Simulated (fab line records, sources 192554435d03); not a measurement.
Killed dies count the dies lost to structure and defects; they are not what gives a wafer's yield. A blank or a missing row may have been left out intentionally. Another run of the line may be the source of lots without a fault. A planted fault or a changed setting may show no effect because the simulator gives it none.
Which tool was responsible? / flow n5-finfet / Sampling: 9 lots, 27 wafers, 8 of 1938 route steps

## WHAT THE GAUGES SHOWED, per wafer
N5_ZERO_LAYER_INSPECT_20: inspects for defects (darkfield). Usual: raw-defect-count reads 35 (standard deviation 15).
lot=L782; measured=day 1 19:16; on=defect-inspect-01; raw-defect-count=27 21 24; flag=
lot=L783; measured=day 2 01:42; on=defect-inspect-02; raw-defect-count=14 19 45; flag=
lot=L786; measured=day 2 19:25; on=defect-inspect-02; raw-defect-count=325 373 348; flag=OFF
lot=L787; measured=day 3 02:27; on=defect-inspect-02; raw-defect-count=374 364 320; flag=OFF
lot=L795; measured=day 5 02:01; on=defect-inspect-02; raw-defect-count=43 24 68; flag=
lot=L800; measured=day 6 07:23; on=defect-inspect-02; raw-defect-count=35 28 23; flag=
lot=L801; measured=day 6 13:20; on=defect-inspect-01; raw-defect-count=72 33 68; flag=
lot=L802; measured=day 6 19:15; on=defect-inspect-01; raw-defect-count=25 26 29; flag=
lot=L804; measured=day 7 08:54; on=defect-inspect-02; raw-defect-count=42 56 32; flag=

N5_WELL_APT_INSPECT_10: inspects for defects (macro). Usual: raw-defect-count reads 1.9 (standard deviation 1.5).
lot=L782; measured=day 1 19:44; on=defect-inspect-01; raw-defect-count=3 3 4; flag=
lot=L783; measured=day 2 02:04; on=defect-inspect-02; raw-defect-count=1 2 4; flag=
lot=L786; measured=day 2 19:46; on=defect-inspect-02; raw-defect-count=294 >300 >300; flag=OFF
lot=L787; measured=day 3 02:56; on=defect-inspect-02; raw-defect-count=>300 >300 >300; flag=OFF
lot=L795; measured=day 5 02:23; on=defect-inspect-02; raw-defect-count=1 2 0; flag=
lot=L800; measured=day 6 07:44; on=defect-inspect-01; raw-defect-count=3 2 0; flag=
lot=L801; measured=day 6 13:42; on=defect-inspect-01; raw-defect-count=5 2 2; flag=
lot=L802; measured=day 6 19:44; on=defect-inspect-01; raw-defect-count=1 2 1; flag=
lot=L804; measured=day 7 09:15; on=defect-inspect-01; raw-defect-count=2 0 2; flag=

N5_WELL_APT_INSPECT_38: inspects for defects (darkfield). Usual: raw-defect-count reads 14 (standard deviation 5.6).
lot=L782; measured=day 1 22:41; on=defect-inspect-02; raw-defect-count=17 14 13; flag=
lot=L783; measured=day 2 05:40; on=defect-inspect-02; raw-defect-count=10 9 22; flag=
lot=L786; measured=day 2 22:53; on=defect-inspect-02; raw-defect-count=302 361 360; flag=OFF
lot=L787; measured=day 3 06:11; on=defect-inspect-02; raw-defect-count=328 338 303; flag=OFF
lot=L795; measured=day 5 05:55; on=defect-inspect-01; raw-defect-count=6 10 10; flag=
lot=L800; measured=day 6 11:05; on=defect-inspect-01; raw-defect-count=24 17 13; flag=
lot=L801; measured=day 6 16:31; on=defect-inspect-01; raw-defect-count=10 16 18; flag=
lot=L802; measured=day 6 23:03; on=defect-inspect-01; raw-defect-count=5 25 19; flag=
lot=L804; measured=day 7 12:12; on=defect-inspect-01; raw-defect-count=9 6 9; flag=

N5_PMOS_HMC_CHANNEL_EPI_OVL_MEAS_10. Usual: PMOS_HMC_BLK_OVL -0.5 nm, standard deviation 0.75.
lot=L782; measured=day 1 23:10; on=overlay-02; PMOS_HMC_BLK_OVL (nm)=-0.6 -1.2 -2.1; flag=
lot=L783; measured=day 2 06:09; on=overlay-02; PMOS_HMC_BLK_OVL (nm)=-0.3 0.6 -0.2; flag=
lot=L786; measured=day 2 23:22; on=overlay-02; PMOS_HMC_BLK_OVL (nm)=-0.1 -0.1 -1.1; flag=
lot=L787; measured=day 3 06:31; on=overlay-01; PMOS_HMC_BLK_OVL (nm)=0.6 0.0 -0.6; flag=
lot=L795; measured=day 5 06:24; on=overlay-02; PMOS_HMC_BLK_OVL (nm)=-0.3 -0.7 -0.8; flag=
lot=L800; measured=day 6 11:34; on=overlay-01; PMOS_HMC_BLK_OVL (nm)=-0.5 -0.3 0.9; flag=
lot=L801; measured=day 6 16:59; on=overlay-02; PMOS_HMC_BLK_OVL (nm)=-1.5 -1.4 -0.2; flag=
lot=L802; measured=day 6 23:24; on=overlay-02; PMOS_HMC_BLK_OVL (nm)=-1.3 -1.6 -1.3; flag=
lot=L804; measured=day 7 12:32; on=overlay-02; PMOS_HMC_BLK_OVL (nm)=-0.3 0.3 -0.2; flag=

N5_BEOL_M4_RC_MEAS_101. Usual: DIBL_N 36.0 mV/V, standard deviation 2.5; DIBL_P 36.7 mV/V, standard deviation 3; IOFF_N 0.16 nA/um, standard deviation 0.043; IOFF_P 0.21 nA/um, standard deviation 0.049; ION_N 673 uA/um, standard deviation 15; ION_P 461 uA/um, standard deviation 9.8; SS_N 71.5 mV/dec, standard deviation 0.83; SS_P 73.4 mV/dec, standard deviation 0.83; VT_N 250 mV, standard deviation 4; VT_P -251 mV, standard deviation 4.
lot=L782; measured=day 7 16:49; on=prober-02; DIBL_N (mV/V)=41.7 36.4 36.7; DIBL_P (mV/V)=41.5 34.4 34.5; IOFF_N (nA/um)=0.27 0.14 0.15; IOFF_P (nA/um)=0.30 0.17 0.18; ION_N (uA/um)=687 663 664; ION_P (uA/um)=465 449 449; SS_N (mV/dec)=73.2 71.2 71.7; SS_P (mV/dec)=75.1 73.3 74.0; VT_N (mV)=244 255 255; VT_P (mV)=-247 -257 -255; flag=
lot=L783; measured=day 8 12:34; on=prober-02; DIBL_N (mV/V)=36.6 38.3 34.3; DIBL_P (mV/V)=37.3 38.7 34.4; IOFF_N (nA/um)=0.18 0.20 0.13; IOFF_P (nA/um)=0.19 0.22 0.16; ION_N (uA/um)=697 686 676; ION_P (uA/um)=468 459 463; SS_N (mV/dec)=71.9 72.2 70.9; SS_P (mV/dec)=74.1 74.5 73.0; VT_N (mV)=248 247 254; VT_P (mV)=-254 -251 -255; flag=
lot=L786; measured=day 9 00:22; on=prober-01; DIBL_N (mV/V)=40.5 32.2 38.0; DIBL_P (mV/V)=41.9 32.5 39.1; IOFF_N (nA/um)=0.23 0.09 0.18; IOFF_P (nA/um)=0.29 0.15 0.24; ION_N (uA/um)=687 647 681; ION_P (uA/um)=465 452 465; SS_N (mV/dec)=72.0 69.8 71.5; SS_P (mV/dec)=73.8 71.4 73.0; VT_N (mV)=244 258 248; VT_P (mV)=-245 -253 -247; flag=
lot=L787; measured=day 9 07:55; on=prober-01; DIBL_N (mV/V)=34.7 39.3 35.2; DIBL_P (mV/V)=36.8 41.9 37.8; IOFF_N (nA/um)=0.13 0.24 0.14; IOFF_P (nA/um)=0.22 0.32 0.23; ION_N (uA/um)=668 697 660; ION_P (uA/um)=469 476 461; SS_N (mV/dec)=71.1 72.0 70.2; SS_P (mV/dec)=74.0 74.6 74.2; VT_N (mV)=250 244 253; VT_P (mV)=-248 -243 -248; flag=
lot=L795; measured=day 11 03:30; on=prober-01; DIBL_N (mV/V)=41.8 34.5 35.7; DIBL_P (mV/V)=41.4 32.9 33.3; IOFF_N (nA/um)=0.27 0.13 0.13; IOFF_P (nA/um)=0.32 0.18 0.18; ION_N (uA/um)=684 668 650; ION_P (uA/um)=462 462 447; SS_N (mV/dec)=73.2 70.4 71.9; SS_P (mV/dec)=74.9 72.5 73.4; VT_N (mV)=247 251 256; VT_P (mV)=-244 -251 -251; flag=
lot=L800; measured=day 13 00:16; on=prober-02; DIBL_N (mV/V)=33.7 35.5 37.5; DIBL_P (mV/V)=35.3 37.1 38.7; IOFF_N (nA/um)=0.12 0.15 0.17; IOFF_P (nA/um)=0.17 0.19 0.20; ION_N (uA/um)=674 679 666; ION_P (uA/um)=458 461 445; SS_N (mV/dec)=71.4 71.3 72.2; SS_P (mV/dec)=72.8 73.7 74.1; VT_N (mV)=255 250 253; VT_P (mV)=-256 -253 -252; flag=
lot=L801; measured=day 13 08:08; on=prober-01; DIBL_N (mV/V)=37.2 33.4 34.2; DIBL_P (mV/V)=38.7 33.9 34.3; IOFF_N (nA/um)=0.19 0.13 0.15; IOFF_P (nA/um)=0.26 0.19 0.20; ION_N (uA/um)=677 662 682; ION_P (uA/um)=464 463 472; SS_N (mV/dec)=71.9 70.9 71.5; SS_P (mV/dec)=73.6 72.9 72.6; VT_N (mV)=248 253 246; VT_P (mV)=-248 -250 -249; flag=
lot=L802; measured=day 13 17:27; on=prober-01; DIBL_N (mV/V)=36.2 35.2 38.7; DIBL_P (mV/V)=37.5 35.9 40.4; IOFF_N (nA/um)=0.17 0.15 0.22; IOFF_P (nA/um)=0.23 0.21 0.29; ION_N (uA/um)=690 686 685; ION_P (uA/um)=470 475 466; SS_N (mV/dec)=71.2 71.5 72.0; SS_P (mV/dec)=73.6 72.8 74.1; VT_N (mV)=246 250 244; VT_P (mV)=-248 -248 -246; flag=
lot=L804; measured=day 14 13:20; on=prober-01; DIBL_N (mV/V)=35.6 37.2 35.3; DIBL_P (mV/V)=36.6 38.3 36.1; IOFF_N (nA/um)=0.14 0.17 0.13; IOFF_P (nA/um)=0.17 0.19 0.16; ION_N (uA/um)=672 683 650; ION_P (uA/um)=454 463 445; SS_N (mV/dec)=71.1 71.8 70.9; SS_P (mV/dec)=72.9 73.6 73.2; VT_N (mV)=252 251 254; VT_P (mV)=-256 -254 -258; flag=

## EACH LOT AND THE TOOL THAT RAN IT (in order: tool; ch and the chambers of the sampled wafers; start)
lot=L782; N5_ZERO_LAYER_PRECLEAN_00=wet-bench-04 ch 1,3,6, day 1 18:04; N5_ZERO_LAYER_PECVD_02=pecvd-03 ch 1,2, day 1 18:17; N5_PMOS_HMC_CHANNEL_EPI_FIN_RECESS_16=rie-si-02 ch 1,3, day 1 23:41
lot=L783; N5_ZERO_LAYER_PRECLEAN_00=wet-bench-04 ch 0,4,6, day 2 00:04; N5_ZERO_LAYER_PECVD_02=pecvd-03 ch 1, day 2 00:17; N5_PMOS_HMC_CHANNEL_EPI_FIN_RECESS_16=rie-si-03 ch 1,2, day 2 06:40
lot=L786; N5_ZERO_LAYER_PRECLEAN_00=wet-bench-04 ch 3,4,5, day 2 18:04; N5_ZERO_LAYER_PECVD_02=pecvd-04 ch 0,1, day 2 18:17; N5_PMOS_HMC_CHANNEL_EPI_FIN_RECESS_16=rie-si-03 ch 0,2,3, day 3 00:31
lot=L787; N5_ZERO_LAYER_PRECLEAN_00=wet-bench-04 ch 1,4,6, day 3 00:04; N5_ZERO_LAYER_PECVD_02=pecvd-03 ch 0, day 3 00:17; N5_PMOS_HMC_CHANNEL_EPI_FIN_RECESS_16=rie-si-02 ch 0,2, day 3 07:37
lot=L795; N5_ZERO_LAYER_PRECLEAN_00=wet-bench-03 ch 1,5,6, day 5 00:04; N5_ZERO_LAYER_PECVD_02=pecvd-01 ch 0,2, day 5 00:18; N5_PMOS_HMC_CHANNEL_EPI_FIN_RECESS_16=rie-si-03 ch 1,2, day 5 06:55
lot=L800; N5_ZERO_LAYER_PRECLEAN_00=wet-bench-04 ch 0,5,7, day 6 06:04; N5_ZERO_LAYER_PECVD_02=pecvd-03 ch 0,2, day 6 06:17; N5_PMOS_HMC_CHANNEL_EPI_FIN_RECESS_16=rie-si-05 ch 0,2,3, day 6 12:33
lot=L801; N5_ZERO_LAYER_PRECLEAN_00=wet-bench-04 ch 2,3,6, day 6 12:04; N5_ZERO_LAYER_PECVD_02=pecvd-04 ch 0,1,2, day 6 12:17; N5_PMOS_HMC_CHANNEL_EPI_FIN_RECESS_16=rie-si-05 ch 0,2, day 6 17:40
lot=L802; N5_ZERO_LAYER_PRECLEAN_00=wet-bench-04 ch 0,1,7, day 6 18:04; N5_ZERO_LAYER_PECVD_02=pecvd-04 ch 0,1,2, day 6 18:17; N5_PMOS_HMC_CHANNEL_EPI_FIN_RECESS_16=rie-si-02 ch 2,3, day 6 23:55
lot=L804; N5_ZERO_LAYER_PRECLEAN_00=wet-bench-02 ch 0,2,4, day 7 06:04; N5_ZERO_LAYER_PECVD_02=pecvd-04 ch 0,1,2, day 7 06:17; N5_PMOS_HMC_CHANNEL_EPI_FIN_RECESS_16=rie-si-03 ch 1,2, day 7 13:04
- N5_ZERO_LAYER_PRECLEAN_00: cleans in SPM, time 600 s.
- N5_ZERO_LAYER_PECVD_02: deposits SiO2 from SiH4/N2O, target thk 10 nm, time 6 s.
- N5_PMOS_HMC_CHANNEL_EPI_FIN_RECESS_16: chemistry HBr/Cl2, target Si, target depth 54 nm, time 18 s.

## AS READ BY THE TOOLS THEMSELVES (means over the sampled wafers that have a number; for cases with no such wafer, the mark the record gives instead)
N5_ZERO_LAYER_PECVD_02. Usual: heater-power-w 814 W, standard deviation 98; showerhead-plenum-p-Torr 8.11 Torr, standard deviation 0.12.
lot=L782; tool=pecvd-03; heater-power-w (W)=914; showerhead-plenum-p-Torr (Torr)=8.18; flag=
lot=L783; tool=pecvd-03; heater-power-w (W)=842; showerhead-plenum-p-Torr (Torr)=8.18; flag=
lot=L786; tool=pecvd-04; heater-power-w (W)=716; showerhead-plenum-p-Torr (Torr)=8.13; flag=
lot=L787; tool=pecvd-03; heater-power-w (W)=731; showerhead-plenum-p-Torr (Torr)=8.28; flag=
lot=L795; tool=pecvd-01; heater-power-w (W)=866; showerhead-plenum-p-Torr (Torr)=8.00; flag=
lot=L800; tool=pecvd-03; heater-power-w (W)=851; showerhead-plenum-p-Torr (Torr)=8.26; flag=
lot=L801; tool=pecvd-04; heater-power-w (W)=757; showerhead-plenum-p-Torr (Torr)=8.09; flag=
lot=L802; tool=pecvd-04; heater-power-w (W)=784; showerhead-plenum-p-Torr (Torr)=8.10; flag=
lot=L804; tool=pecvd-04; heater-power-w (W)=727; showerhead-plenum-p-Torr (Torr)=8.10; flag=

N5_PMOS_HMC_CHANNEL_EPI_FIN_RECESS_16. Usual: drypump-motor-current-A 5.7 A, standard deviation 0.4; oes-product-au 1.000 a.u., standard deviation 0.017; throttle-valve-pct 35.4 %, standard deviation 0.44.
lot=L782; tool=rie-si-02; drypump-motor-current-A (A)=6.1; oes-product-au (a.u.)=1.031; throttle-valve-pct (%)=35.9; flag=
lot=L783; tool=rie-si-03; drypump-motor-current-A (A)=5.5; oes-product-au (a.u.)=0.983; throttle-valve-pct (%)=35.5; flag=
lot=L786; tool=rie-si-03; drypump-motor-current-A (A)=5.3; oes-product-au (a.u.)=0.989; throttle-valve-pct (%)=35.1; flag=
lot=L787; tool=rie-si-02; drypump-motor-current-A (A)=5.8; oes-product-au (a.u.)=1.004; throttle-valve-pct (%)=35.7; flag=
lot=L795; tool=rie-si-03; drypump-motor-current-A (A)=5.6; oes-product-au (a.u.)=1.003; throttle-valve-pct (%)=35.4; flag=
lot=L800; tool=rie-si-05; drypump-motor-current-A (A)=6.2; oes-product-au (a.u.)=1.001; throttle-valve-pct (%)=34.9; flag=
lot=L801; tool=rie-si-05; drypump-motor-current-A (A)=6.4; oes-product-au (a.u.)=0.996; throttle-valve-pct (%)=34.7; flag=
lot=L802; tool=rie-si-02; drypump-motor-current-A (A)=5.7; oes-product-au (a.u.)=1.012; throttle-valve-pct (%)=35.4; flag=
lot=L804; tool=rie-si-03; drypump-motor-current-A (A)=5.5; oes-product-au (a.u.)=0.990; throttle-valve-pct (%)=35.5; flag=

## THE ANSWER, worked out from the rows above alone
Rule: a lot is off if the mean of its wafers that have a number lies more than 3 standard deviations from the usual mean. Also off: a lot with no number at a reading for which 4 or more lots have one. Where the step has rows for the other lots, those lots are counted as sound. Order of review: gauges by route order, followed by the tools' own readings, for which a lot's mean as printed above is used. The first step at which some lot is off is used, and at that step the reading that is off furthest; a lot without a number counts as furthest.
Off at N5_ZERO_LAYER_INSPECT_20 (raw-defect-count): L786, L787.
If a tool, at a process step before that reading, ran all the lots that are off and no sound lot after the first of them, it fits. Those tools and the gauges at N5_ZERO_LAYER_INSPECT_20 are tried in the same way. No candidate that was tried fits.

## WHAT THE SIMULATOR PUT IN
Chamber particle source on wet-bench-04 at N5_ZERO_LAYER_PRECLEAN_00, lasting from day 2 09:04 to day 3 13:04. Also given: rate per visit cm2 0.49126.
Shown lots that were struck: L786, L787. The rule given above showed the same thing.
